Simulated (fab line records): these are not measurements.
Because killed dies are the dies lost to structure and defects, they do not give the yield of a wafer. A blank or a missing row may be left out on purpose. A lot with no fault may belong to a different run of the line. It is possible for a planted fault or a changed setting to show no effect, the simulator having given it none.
Which tool did it?	flow n5Finfet	Sampling: 9 lots, 27 wafers, 5 of 1938 route steps

## WHAT THE GAUGES READ, wafer by wafer
N5_BEOL_M4_RC_MEAS_101.
lot	measured	on	VT_P_LVT (mV)
L205	day 8 02:58	prober-01	-98 -98 -98
L208	day 9 07:14	prober-01	-101 -101 -102
L209	day 9 04:34	prober-01	-99 -98 -100
L212	day 9 12:13	prober-01	-100 -97 -98
L214	day 10 05:30	prober-01	-121 -125 -127
L218	day 11 04:51	prober-01	-116 -115 -115
L224	day 12 19:14	prober-02	-103 -100 -100
L225	day 13 02:19	prober-01	-97 -99 -97
L227	day 13 22:43	prober-02	-99 -97 -99

## WHAT TOOL EACH LOT RAN ON (gives the tool, then ch and the chambers of the sampled wafers, and finally the start)
lot	N5_HKMG_FIN_HK_ANNEAL_02	N5_HKMG_FIN_STRIP_93	N5_HKMG_FIN_ALD_79	N5_HKMG_FIN_PWFM_ALD_03
L205	rtpAnneal-01 ch 0, day 4 10:50	rieDiel-03 ch 0,2, day 4 12:25	aldMetal-03 ch 0,1,3, day 4 13:03	aldMetal-02 ch 1,3, day 4 14:08
L208	rtpAnneal-02 ch 0, day 5 00:25	rieDiel-05 ch 0,2,3, day 5 02:13	aldMetal-03 ch 0,3, day 5 02:54	aldMetal-01 ch 1,3, day 5 04:07
L209	rtpAnneal-02 ch 0, day 5 07:54	rieDiel-03 ch 0,1,2, day 5 09:27	aldMetal-03 ch 2,3, day 5 10:06	aldMetal-03 ch 0,2, day 5 11:10
L212	rtpAnneal-01 ch 0, day 6 01:08	rieDiel-03 ch 0,2,3, day 6 02:42	aldMetal-03 ch 1,3, day 6 03:20	aldMetal-01 ch 2,3, day 6 04:25
L214	rtpAnneal-02 ch 0, day 6 12:46	rieDiel-03 ch 0,2,3, day 6 15:07	aldMetal-03 ch 0,1,2, day 6 15:46	aldMetal-02 ch 0,1,2, day 6 16:52
L218	rtpAnneal-01 ch 0, day 7 12:19	rieDiel-03 ch 0,2,3, day 7 13:52	aldMetal-03 ch 1,2, day 7 14:31	aldMetal-03 ch 0,1,3, day 7 15:35
L224	rtpAnneal-01 ch 0, day 9 03:37	rieDiel-06 ch 0,1,3, day 9 05:01	aldMetal-01 ch 1,2, day 9 05:39	aldMetal-03 ch 0,1, day 9 07:02
L225	rtpAnneal-01 ch 0, day 9 04:56	rieDiel-05 ch 2,3, day 9 06:33	aldMetal-02 ch 0,1,2, day 9 07:11	aldMetal-03 ch 1,2,3, day 9 08:16
L227	rtpAnneal-01 ch 0, day 9 16:13	rieDiel-03 ch 1,2,3, day 9 17:53	aldMetal-02 ch 0,1,2, day 9 18:32	aldMetal-02 ch 0,1, day 9 19:45
- N5_HKMG_FIN_HK_ANNEAL_02: time 30 s.
- N5_HKMG_FIN_STRIP_93: strips SOC in N2/H2, time 20 s.
- N5_HKMG_FIN_ALD_79: deposits TiN, target thk 1.5 nm, pulse time 1 s, purge time 3 s.
- N5_HKMG_FIN_PWFM_ALD_03: deposits TiN, target thk 2 nm, pulse time 1 s, purge time 3 s.

## THE ANSWER, worked out from the rows above alone
Rule: the lots themselves supply what counts as usual. The widest of any qualifying gaps counts: lots, ordered by their means at a reading, are off when they make up no more than a third of the lots, leave a main group of 4 or more, and stand apart from it by 3 or more times the standard deviation of that group's means. Not used: any main group whose means are identical at the precision the tables above print for the reading. A lot without any number at a reading at which 4 lots or more have one is off too. All remaining lots with rows at the step are treated as sound.
Off: at N5_BEOL_M4_RC_MEAS_101 (VT_P_LVT), L214, L218. The main group: mean -99 mV, standard deviation 1.4.
If a tool, at a process step before that reading, ran all the lots that are off and no sound lot after the first of them, it fits. The gauges at N5_BEOL_M4_RC_MEAS_101 are tried like those tools. One fits: N5_HKMG_FIN_ALD_79 on aldMetal-03. A fault onset in the window from L212 (day 6 03:20, its last sound lot) to L214 (day 6 15:46, its first lot off) fits.

## WHAT WAS PUT IN BY THE SIMULATOR
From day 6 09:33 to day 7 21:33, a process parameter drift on aldMetal-03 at N5_HKMG_FIN_ALD_79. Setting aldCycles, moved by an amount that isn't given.
Lots struck among those shown: L214, L218. The same result came from the rule above.
